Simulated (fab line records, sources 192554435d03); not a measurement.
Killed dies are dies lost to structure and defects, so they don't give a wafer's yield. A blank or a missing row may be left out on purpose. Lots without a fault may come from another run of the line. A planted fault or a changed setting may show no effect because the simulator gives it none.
Split-lot experiment | flow n5_finfet | 7 lots, 39 wafers read, on a route of 1938 steps

THE SPLIT
At N5_FIN_SAQP_MANDREL_ETCH_22 (etches a-Si in HBr/Cl2, stops on SiNx, target depth 60 nm, bt time 10 s, time 30 s), the setting target_depth_a was moved away from the recipe's 600 angstrom on 18 of the 39 wafers read, by -48.7% to +36.0%. The other wafers ran this setting at the recipe's value.

The reading is taken at the split's own step.

THE READING
oes_product_au, in a.u., at N5_FIN_SAQP_MANDREL_ETCH_22 (etches a-Si in HBr/Cl2, stops on SiNx, target depth 60 nm, bt time 10 s, time 30 s). Fault-free wafers of this fab line usually give 0.763 a.u., standard deviation 0.014 a.u..

wafer  | tool, chamber at the split | target_depth_a as run, angstrom | against the recipe | oes_product_au, a.u. | against lot-mates on the recipe
L074.1 | rie_si-03, 0               | 600                             | recipe             | 0.754                | -
L074.2 | rie_si-03, 3               | 600                             | recipe             | 0.735                | -
L074.3 | rie_si-03, 2               | 785.2                           | +30.9%             | 0.652                | -0.105
L074.4 | rie_si-03, 1               | 600                             | recipe             | 0.782                | -
L074.5 | rie_si-03, 3               | 785.2                           | +30.9%             | 0.637                | -0.120
L074.6 | rie_si-03, 0               | 785.2                           | +30.9%             | 0.661                | -0.096
L075.3 | rie_si-05, 3               | 600                             | recipe             | 0.787                | -
L075.4 | rie_si-05, 0               | 600                             | recipe             | 0.753                | -
L075.5 | rie_si-05, 0               | 600                             | recipe             | 0.760                | -
L078.1 | rie_si-03, 1               | 423.3                           | -29.4%             | 0.974                | +0.209
L078.2 | rie_si-03, 0               | 423.3                           | -29.4%             | 0.944                | +0.179
L078.3 | rie_si-03, 3               | 423.3                           | -29.4%             | 0.923                | +0.158
L078.4 | rie_si-03, 2               | 600                             | recipe             | 0.771                | -
L078.5 | rie_si-03, 2               | 600                             | recipe             | 0.773                | -
L078.6 | rie_si-03, 3               | 600                             | recipe             | 0.752                | -
L080.1 | rie_si-06, 2               | 600                             | recipe             | 0.757                | -
L080.2 | rie_si-06, 1               | 307.7                           | -48.7%             | 1.015                | +0.253
L080.3 | rie_si-06, 3               | 307.7                           | -48.7%             | 0.993                | +0.231
L080.4 | rie_si-06, 0               | 600                             | recipe             | 0.757                | -
L080.5 | rie_si-06, 2               | 600                             | recipe             | 0.773                | -
L080.6 | rie_si-06, 3               | 307.7                           | -48.7%             | 0.994                | +0.232
L085.1 | rie_si-05, 3               | 375.7                           | -37.4%             | 1.032                | +0.272
L085.2 | rie_si-05, 1               | 375.7                           | -37.4%             | 1.011                | +0.251
L085.3 | rie_si-05, 2               | 375.7                           | -37.4%             | 1.015                | +0.255
L085.4 | rie_si-05, 0               | 600                             | recipe             | 0.756                | -
L085.5 | rie_si-05, 3               | 600                             | recipe             | 0.777                | -
L085.6 | rie_si-05, 0               | 600                             | recipe             | 0.747                | -
L092.1 | rie_si-03, 3               | 600                             | recipe             | 0.746                | -
L092.2 | rie_si-03, 2               | 816.2                           | +36.0%             | 0.640                | -0.113
L092.3 | rie_si-03, 1               | 816.2                           | +36.0%             | 0.654                | -0.099
L092.4 | rie_si-03, 0               | 600                             | recipe             | 0.758                | -
L092.5 | rie_si-03, 3               | 600                             | recipe             | 0.755                | -
L092.6 | rie_si-03, 2               | 816.2                           | +36.0%             | 0.647                | -0.106
L093.1 | rie_si-03, 2               | 477.8                           | -20.4%             | 0.876                | +0.115
L093.2 | rie_si-03, 0               | 477.8                           | -20.4%             | 0.862                | +0.101
L093.3 | rie_si-03, 3               | 600                             | recipe             | 0.734                | -
L093.4 | rie_si-03, 1               | 600                             | recipe             | 0.781                | -
L093.5 | rie_si-03, 1               | 477.8                           | -20.4%             | 0.891                | +0.130
L093.6 | rie_si-03, 2               | 600                             | recipe             | 0.769                | -

THE FIT
A straight line over all 39 wafers: oes_product_au changes by -0.00485 a.u. for each +1% of target_depth_a; r = -0.97; the points scatter about the line by 0.03 a.u..
The same after taking each lot's own level away (the mean of its wafers on the recipe; 39 wafers): -0.00476 a.u. for each +1%; r = -0.96; scatter 0.031 a.u..
On that fit, the largest move of target_depth_a shifts the reading by 0.23 a.u..
The lots' own levels span 0.7530 to 0.7667 a.u., that is 1.0 times the standard deviation above.
So the lot-to-lot level changes the slope little: the two slopes agree.
Check: with one of the wafers moved furthest among these (-48.7%) left out of the fit, the line predicts +0.251 a.u. for it against its lot-mates. It came out at +0.253 a.u. against them.
Tool readings at the split's step, against how far the setting was moved: oes_product_au r = -0.97.

OTHER SPLITS ON THESE WAFERS
These wafers also went through other splits before the reading. Each is held against what the fit with the lots' levels taken away leaves over:
other split on the same wafers                 | wafers away from the commonest value | r with oes_product_au (lot level and that fit taken away)
N5_PMOS_HMC_CHANNEL_EPI_HM_DEP_34 target_thk_a | 12                                   | -0.04

THE WHOLE CHAIN: every reading that the file lists as answering this split, in the file's order
step                        | what it does                                                                       | reading                                                                         | change (the file's fit)                                                              | r (the file's)
N5_FIN_SAQP_MANDREL_ETCH_22 | etches a-Si in HBr/Cl2, stops on SiNx, target depth 60 nm, bt time 10 s, time 30 s | oes_product_au                                                                  | -0.00495 a.u. for each +1% of the setting                                            | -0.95
N5_FIN_SAQP_MANDREL_ETCH_22 | etches a-Si in HBr/Cl2, stops on SiNx, target depth 60 nm, bt time 10 s, time 30 s | SOC_of_FIN_SAQP_COAT_49.thk_nm (the simulator's own value, which no gauge read) | -0.234 nm for each +1% of the setting                                                | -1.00
N5_FIN_SAQP_MANDREL_ETCH_22 | etches a-Si in HBr/Cl2, stops on SiNx, target depth 60 nm, bt time 10 s, time 30 s | etch.depth_nm (the simulator's own value, which no gauge read)                  | not straight: 46.77 at the lowest setting, 60.18 at the recipe, 59.83 at the highest | not given
N5_FIN_SAQP_INSPECT_40      | inspects for defects (brightfield)                                                 | raw_defect_count                                                                | not straight: 1929 at the lowest setting, 244 at the recipe, 226 at the highest      | not given
N5_FIN_CUT_INSPECT_10       | inspects for defects (brightfield)                                                 | raw_defect_count                                                                | not straight: 5247 at the lowest setting, 45 at the recipe, 45 at the highest        | not given

THE FILE'S OWN FIT
oes_product_au changes by -0.00495 a.u. for each +1% of target_depth_a, r = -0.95.
